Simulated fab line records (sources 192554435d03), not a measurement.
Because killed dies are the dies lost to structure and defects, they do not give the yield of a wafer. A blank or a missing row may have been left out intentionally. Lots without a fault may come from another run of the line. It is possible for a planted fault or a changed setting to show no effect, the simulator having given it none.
Matching of chambers | flow n5Finfet | 4 sister chambers for N5_HKMG_FIN_STRIP_93 on rieDiel-04
The step strips SOC in N2/H2, time 20 s. 4 wafers are shown with their chamber, then 10 later ones without.

## WAFERS WITH THEIR CHAMBER
wafer  | chamber | throttleValvePct (%)
L079.1 | 1       | 19.5
L079.3 | 2       | 19.5
L081.1 | 3       | 18.8
L081.2 | 0       | 19.4

## WAFERS WHOSE CHAMBER IS MISSING
wafer  | throttleValvePct (%)
L081.6 | 19.6
L083.1 | 18.8
L083.3 | 19.4
L083.5 | 19.5
L088.1 | 19.2
L088.3 | 19.4
L088.4 | 19.5
L093.1 | 19.2
L093.2 | 19.5
L093.4 | 19.5

## EACH ONE'S CHAMBER
wafer  | from the rows above          | in truth
L081.6 | can't be placed: 1 or 2 or 0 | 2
L083.1 | 3                            | 3
L083.3 | can't be placed: 0 or 1 or 2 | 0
L083.5 | can't be placed: 1 or 2 or 0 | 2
L088.1 | can't be placed: 0 or 1 or 2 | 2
L088.3 | can't be placed: 0 or 1 or 2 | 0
L088.4 | can't be placed: 1 or 2 or 0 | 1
L093.1 | can't be placed: 0 or 1 or 2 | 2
L093.2 | can't be placed: 1 or 2 or 0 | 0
L093.4 | can't be placed: 1 or 2 or 0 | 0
1 of 10 placed correctly. Can't be placed from these rows: 9 (the true chamber is among the candidates in 9). 0 placed wrongly.
How it was worked out, from the rows above alone: a wafer's distance from a chamber is the root of the sum, over the readings, of the square of ((its reading less the chamber's mean) divided by the reading's scatter). If the next closest chamber is less than 2 further off than the closest, the wafer can't be placed; otherwise it belongs to the closest. Each chamber's mean is taken over the wafers shown for it. The scatter (one wafer shown for each chamber): square how far every hidden wafer sits from the nearest shown wafer, average those squares and take the square root.
